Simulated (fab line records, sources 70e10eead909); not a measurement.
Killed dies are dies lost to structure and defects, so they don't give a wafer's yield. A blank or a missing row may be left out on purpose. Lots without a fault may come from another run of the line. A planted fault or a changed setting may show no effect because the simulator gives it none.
fab line records | flow nand_harc
record lots=6 wafers=18 last_day=23
route steps=1159 shown A_SOURCE_PLATE@420 A_ONON_D1@424 END@1159
lots that met no fault: from a run of the same line without faults
start_h: hours from the record's first day to the start of the lot's first wafer shown | wait_h: hours since the lot's step before | " the same as in the row above | L1.1+2: a row that stands for several wafers | - no value, or no start given | * or withheld: withheld | < > ~ a bound
route shown NAME@n: a module of which the file shows steps, and the number in the route of the first | usual: mean/standard deviation of fault-free wafers | same: alike in all rows | chamber/n: place in a boat | sites: the reading at each site | _std_site: their standard deviation | _edge_site: outer sites' mean less inner sites' | radius_mm: how far each site lies from the wafer's centre | mask NAME#n: copy n | behind: the tool/chamber that last shaped the wafer | hold: why the lot was held/for how many hours/how that ended | device: the transistor (n, p or np) that didn't switch | end of line: the same wafers' tests at the end of the route | a step without rows: its recipe alone | killed: dies lost to structure and defects at the first sort, not the wafer's yield | map: a wafer's dies, x killed, . not, _ none there
set.NAME: the setting as run; set.NAME@STEP: as run at that earlier step | model.NAME: the simulator's own value behind a step, which no gauge read
lots at some steps of the route; a table a step, a row a wafer
services: from which hour (start_h, from the record's first day; less than 0 if before it) a tool's chamber was out of use, for how many hours, and why
## steps
# step NHARC_A_SOURCE_PLATE_THK_MEAS_06
# recipe thk_meas_gauge=ellipsometry
# usual thk_nm=200.4/2.1
# columns lot.wafer tool chamber start_h wait_h thk_nm
L320.2 film_metro-02 - 171.30 0.4 202.3
L320.4 " - " " 203.0
L320.5 " - " " 202.9
L326.1 film_metro-02 - 207.17 0.4 198.5
L326.2 " - " " 199.1
L326.6 " - " " 198.5
L328.2 film_metro-02 - 222.08 0.4 198.8
L328.3 " - " " 199.6
L328.4 " - " " 198.5
L332.1 film_metro-02 - 250.89 0.4 200.0
L332.3 " - " " 203.0
L332.6 " - " " 200.7
L334.2 film_metro-01 - 260.39 0.4 203.9
L334.4 " - " " 203.0
L334.5 " - " " 205.4
L336.1 film_metro-01 - 271.15 0.4 199.8
L336.4 " - " " 199.0
L336.5 " - " " 197.4
# step NHARC_A_SOURCE_PLATE_INSPECT_08
# usual raw_defect_count=59/23
# columns lot.wafer tool chamber start_h wait_h raw_defect_count
L320.2 defect_inspect-02 - 171.38 0.0 27
L320.4 " - " " 75
L320.5 " - " " 85
L326.1 defect_inspect-02 - 207.23 0.0 53
L326.2 " - " " 38
L326.6 " - " " 67
L328.2 defect_inspect-02 - 222.14 0.0 77
L328.3 " - " " 80
L328.4 " - " " 55
L332.1 defect_inspect-02 - 250.97 0.0 52
L332.3 " - " " 56
L332.6 " - " " 51
L334.2 defect_inspect-02 - 260.47 0.1 114
L334.4 " - " " 72
L334.5 " - " " 48
L336.1 defect_inspect-02 - 271.23 0.0 32
L336.4 " - " " 40
L336.5 " - " " 49
# step NHARC_A_ONON_D1_DEP_00
# recipe target_thk_a=10000 n2_flow_sccm=2750 n2o_flow_sccm=2000 nh3_flow_sccm=500 sih4_flow_sccm=210 temp_c=400
# step NHARC_A_ONON_D1_THK_MEAS_02
# recipe thk_meas_gauge=ellipsometry
# usual thk_nm=1000/9.1
# columns lot.wafer tool chamber start_h wait_h thk_nm
L320.2 film_metro-01 - 171.96 - 1014
L320.4 " - " " 1015
L320.5 " - " " 1015
L326.1 film_metro-02 - 207.81 - 999
L326.2 " - " " 1003
L326.6 " - " " 1002
L328.2 film_metro-02 - 222.71 - 992
L328.3 " - " " 991
L328.4 " - " " 991
L332.1 film_metro-01 - 251.55 - 1007
L332.3 " - " " 1007
L332.6 " - " " 1007
L334.2 film_metro-01 - 261.26 - 1002
L334.4 " - " " 1003
L334.5 " - " " 1003
L336.1 film_metro-02 - 271.80 - 984
L336.4 " - " " 984
L336.5 " - " " 987
# step NHARC_A_ONON_D1_DEP_03
# recipe target_thk_a=10000 n2_flow_sccm=2750 n2o_flow_sccm=2000 nh3_flow_sccm=500 sih4_flow_sccm=210 temp_c=400
# step NHARC_A_ONON_D1_THK_MEAS_05
# recipe thk_meas_gauge=ellipsometry
# usual thk_nm=1002/7.9
# columns lot.wafer tool chamber start_h wait_h thk_nm
L320.2 film_metro-02 - 172.53 - 1006
L320.4 " - " " 1005
L320.5 " - " " 1006
L326.1 film_metro-01 - 208.37 - 999
L326.2 " - " " 1000
L326.6 " - " " 1000
L328.2 film_metro-01 - 223.29 - 992
L328.3 " - " " 991
L328.4 " - " " 991
L332.1 film_metro-02 - 252.15 - 997
L332.3 " - " " 994
L332.6 " - " " 995
L334.2 film_metro-01 - 261.84 - 1001
L334.4 " - " " 1001
L334.5 " - " " 999
L336.1 film_metro-02 - 272.37 - 1014
L336.4 " - " " 1014
L336.5 " - " " 1015
# step NHARC_A_ONON_D1_DEP_06
# recipe target_thk_a=10000 n2_flow_sccm=2750 n2o_flow_sccm=2000 nh3_flow_sccm=500 sih4_flow_sccm=210 temp_c=400
# step NHARC_A_ONON_D1_THK_MEAS_08
# recipe thk_meas_gauge=ellipsometry
# usual thk_nm=998/8.7
# columns lot.wafer tool chamber start_h wait_h thk_nm
L320.2 film_metro-02 - 173.10 - 1006
L320.4 " - " " 1004
L320.5 " - " " 1005
L326.1 film_metro-01 - 208.94 - 986
L326.2 " - " " 987
L326.6 " - " " 986
L328.2 film_metro-01 - 223.86 - 988
L328.3 " - " " 986
L328.4 " - " " 986
L332.1 film_metro-02 - 252.71 - 994
L332.3 " - " " 994
L332.6 " - " " 995
L334.2 film_metro-01 - 262.40 - 1004
L334.4 " - " " 1007
L334.5 " - " " 1006
L336.1 film_metro-01 - 272.94 - 997
L336.4 " - " " 997
L336.5 " - " " 996
# step NHARC_A_ONON_D1_DEP_09
# recipe target_thk_a=10000 n2_flow_sccm=2750 n2o_flow_sccm=2000 nh3_flow_sccm=500 sih4_flow_sccm=210 temp_c=400
# step NHARC_A_ONON_D1_THK_MEAS_11
# recipe thk_meas_gauge=ellipsometry
# usual thk_nm=999/9.5
# columns lot.wafer tool chamber start_h wait_h thk_nm
L320.2 film_metro-01 - 173.67 - 1020
L320.4 " - " " 1019
L320.5 " - " " 1018
L326.1 film_metro-02 - 209.50 - 1006
L326.2 " - " " 1005
L326.6 " - " " 1006
L328.2 film_metro-01 - 224.42 - 996
L328.3 " - " " 997
L328.4 " - " " 996
L332.1 film_metro-02 - 253.28 - 987
L332.3 " - " " 988
L332.6 " - " " 989
L334.2 film_metro-01 - 262.96 - 1003
L334.4 " - " " 1003
L334.5 " - " " 1004
L336.1 film_metro-02 - 273.52 - 994
L336.4 " - " " 994
L336.5 " - " " 994
# step NHARC_A_ONON_D1_DEP_12
# recipe target_thk_a=10000 n2_flow_sccm=2750 n2o_flow_sccm=2000 nh3_flow_sccm=500 sih4_flow_sccm=210 temp_c=400
# usual n2o_flow_sccm=2002/5.9
# columns lot.wafer tool chamber start_h wait_h n2o_flow_sccm
L320.2 pecvd_onon-02 0 173.78 0.1 2006
L320.4 " 0 " " 2003
L320.5 " 0 " " 2007
L326.1 pecvd_onon-03 0 209.56 0.1 2003
L326.2 " 0 " " 2011
L326.6 " 0 " " 2008
L328.2 pecvd_onon-03 0 224.54 0.1 2007
L328.3 " 0 " " 2001
L328.4 " 0 " " 1996
L332.1 pecvd_onon-02 0 253.34 0.1 1995
L332.3 " 0 " " 1993
L332.6 " 0 " " 1995
L334.2 pecvd_onon-02 0 263.09 0.1 1991
L334.4 " 0 " " 1996
L334.5 " 0 " " 2001
L336.1 pecvd_onon-02 0 273.59 0.1 2000
L336.4 " 0 " " 1995
L336.5 " 0 " " 2007
# step NHARC_A_ONON_D1_THK_MEAS_14
# recipe thk_meas_gauge=ellipsometry
# usual thk_nm=1000/8.3
# columns lot.wafer tool chamber start_h wait_h thk_nm
L320.2 film_metro-01 - 174.23 - 1010
L320.4 " - " " 1010
L320.5 " - " " 1011
L326.1 film_metro-02 - 210.07 - 639
L326.2 " - " " 637
L326.6 " - " " 1009
L328.2 film_metro-01 - 225.02 - 626
L328.3 " - " " 995
L328.4 " - " " 994
L332.1 film_metro-01 - 253.86 - 998
L332.3 " - " " 997
L332.6 " - " " 999
L334.2 film_metro-01 - 263.55 - 1007
L334.4 " - " " 1006
L334.5 " - " " 1005
L336.1 film_metro-01 - 274.09 - 994
L336.4 " - " " 996
L336.5 " - " " 995
# step NHARC_A_ONON_D1_ANNEAL_15
# recipe temp_c=750 time_s=3600
# step NHARC_END_SORT_01
# recipe temp_c=25
# usual killed_at_array=26/9.9 killed_at_other=0.8/1 killed_at_periphery=2.8/2.2 killed_dies=29/9.9 killed_open=3.2/1.8 killed_short=2.1/1.4
# same gross_dies=677
# columns lot.wafer tool chamber start_h wait_h killed_at_array killed_at_other killed_at_periphery killed_dies killed_open killed_short
L326.1 prober-02 0 496.50 2.5 674 1 2 677 3 1
L326.2 prober-02 0 497.31 2.8 673 1 3 677 2 5
L328.2 prober-02 0 505.25 2.8 672 1 4 677 5 4
# killed by level:class
L326.1 A_ONON_D1:area_dep=641 A_CONTACT:chamber_film_flake=14 A_STAIRCASE:chamber_film_flake=13 A_CHANNEL_HOLE_D1:chamber_film_flake=2 P_GATE:geometric_particle:open=1 A_WL_FILL:geometric_particle:open=1 A_CONTACT:geometric_particle:open=1 A_M0:geometric_particle:short=1
L326.2 A_ONON_D1:area_dep=658 A_STAIRCASE:chamber_film_flake=4 A_CONTACT:chamber_film_flake=4 P_CONTACT:geometric_particle:short=3 A_SOURCE_PLATE:geometric_particle:short=1 A_WL_FILL:geometric_particle:short=1 A_CONTACT:geometric_particle:open=1 A_M0:geometric_particle:open=1
L328.2 A_ONON_D1:area_dep=641 A_CHANNEL_HOLE_D1:chamber_film_flake=10 A_SLIT:chamber_film_flake=7 A_WL_FILL:chamber_film_flake=4 A_ONON_D1:geometric_particle:short=2 P_ZERO_WELL:chamber_film_flake=2 A_STAIRCASE:chamber_film_flake=2 P_M0:geometric_particle:open=1
# map L326.1 (x killed, . not)
____________x____________
_________xxxxxxx_________
_______xxxxxxxxxxx_______
______xxxxxxxxxxxxx______
_____xxxxxxxxxxxxxxx_____
____xxxxxxxxxxxxxxxxx____
____xxxxxxxxxxxxxxxxx____
___xxxxxxxxxxxxxxxxxxx___
___xxxxxxxxxxxxxxxxxxx___
__xxxxxxxxxxxxxxxxxxxxx__
__xxxxxxxxxxxxxxxxxxxxx__
_xxxxxxxxxxxxxxxxxxxxxxx_
_xxxxxxxxxxxxxxxxxxxxxxx_
_xxxxxxxxxxxxxxxxxxxxxxx_
_xxxxxxxxxxxxxxxxxxxxxxx_
_xxxxxxxxxxxxxxxxxxxxxxx_
xxxxxxxxxxxxxxxxxxxxxxxxx
xxxxxxxxxxxxxxxxxxxxxxxxx
xxxxxxxxxxxxxxxxxxxxxxxxx
xxxxxxxxxxxxxxxxxxxxxxxxx
xxxxxxxxxxxxxxxxxxxxxxxxx
_xxxxxxxxxxxxxxxxxxxxxxx_
_xxxxxxxxxxxxxxxxxxxxxxx_
_xxxxxxxxxxxxxxxxxxxxxxx_
_xxxxxxxxxxxxxxxxxxxxxxx_
_xxxxxxxxxxxxxxxxxxxxxxx_
__xxxxxxxxxxxxxxxxxxxxx__
__xxxxxxxxxxxxxxxxxxxxx__
___xxxxxxxxxxxxxxxxxxx___
___xxxxxxxxxxxxxxxxxxx___
____xxxxxxxxxxxxxxxxx____
____xxxxxxxxxxxxxxxxx____
_____xxxxxxxxxxxxxxx_____
______xxxxxxxxxxxxx______
_______xxxxxxxxxxx_______
_________xxxxxxx_________
____________x____________
# map L328.2 (x killed, . not)
____________x____________
_________xxxxxxx_________
_______xxxxxxxxxxx_______
______xxxxxxxxxxxxx______
_____xxxxxxxxxxxxxxx_____
____xxxxxxxxxxxxxxxxx____
____xxxxxxxxxxxxxxxxx____
___xxxxxxxxxxxxxxxxxxx___
___xxxxxxxxxxxxxxxxxxx___
__xxxxxxxxxxxxxxxxxxxxx__
__xxxxxxxxxxxxxxxxxxxxx__
_xxxxxxxxxxxxxxxxxxxxxxx_
_xxxxxxxxxxxxxxxxxxxxxxx_
_xxxxxxxxxxxxxxxxxxxxxxx_
_xxxxxxxxxxxxxxxxxxxxxxx_
_xxxxxxxxxxxxxxxxxxxxxxx_
xxxxxxxxxxxxxxxxxxxxxxxxx
xxxxxxxxxxxxxxxxxxxxxxxxx
xxxxxxxxxxxxxxxxxxxxxxxxx
xxxxxxxxxxxxxxxxxxxxxxxxx
xxxxxxxxxxxxxxxxxxxxxxxxx
_xxxxxxxxxxxxxxxxxxxxxxx_
_xxxxxxxxxxxxxxxxxxxxxxx_
_xxxxxxxxxxxxxxxxxxxxxxx_
_xxxxxxxxxxxxxxxxxxxxxxx_
_xxxxxxxxxxxxxxxxxxxxxxx_
__xxxxxxxxxxxxxxxxxxxxx__
__xxxxxxxxxxxxxxxxxxxxx__
___xxxxxxxxxxxxxxxxxxx___
___xxxxxxxxxxxxxxxxxxx___
____xxxxxxxxxxxxxxxxx____
____xxxxxxxxxxxxxxxxx____
_____xxxxxxxxxxxxxxx_____
______xxxxxxxxxxxxx______
_______xxxxxxxxxxx_______
_________xxxxxxx_________
____________x____________
## services
# columns tool chamber start_h hours kind
pecvd_onon-03 - 153.00 13.0 pm
## key
first_sign step=NHARC_A_ONON_D1_THK_MEAS_14 reading=thk_nm direction=down sigmas=44 usual=1000 struck=634
effect step=NHARC_END_SORT_01 reading=killed_at_array direction=up sigmas=65 usual=26 struck=673
more_kills_born_at NHARC_A_ONON_D1_DEP_12@pecvd_onon-03=1940
met_at NHARC_A_ONON_D1_DEP_12
struck_wafers L326.1,L326.2,L328.2
later_rows_left_out L326.1,L326.2,L328.2
tester_left_out L326,L328
fault kind=process_parameter_drift tool=pecvd_onon-03 chamber=- onset_h=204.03 steps=NHARC_A_ONON_D1_DEP_12 channel=target_thk_a offset=* shape=step end_h=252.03 scope=struck_wafers_only acts_in=* stated=*
# tester_left_out: of these lots the tester's yield and bins aren't shown, on N5 and GAA mostly nor the transistor test; their killed dies are dies lost to structure and defects alone, not to doping, threshold or leakage, so they don't give the yield
# later_rows_left_out: the simulator's readings of these wafers behind a module that went badly wrong aren't trusted and aren't shown, but for the sort
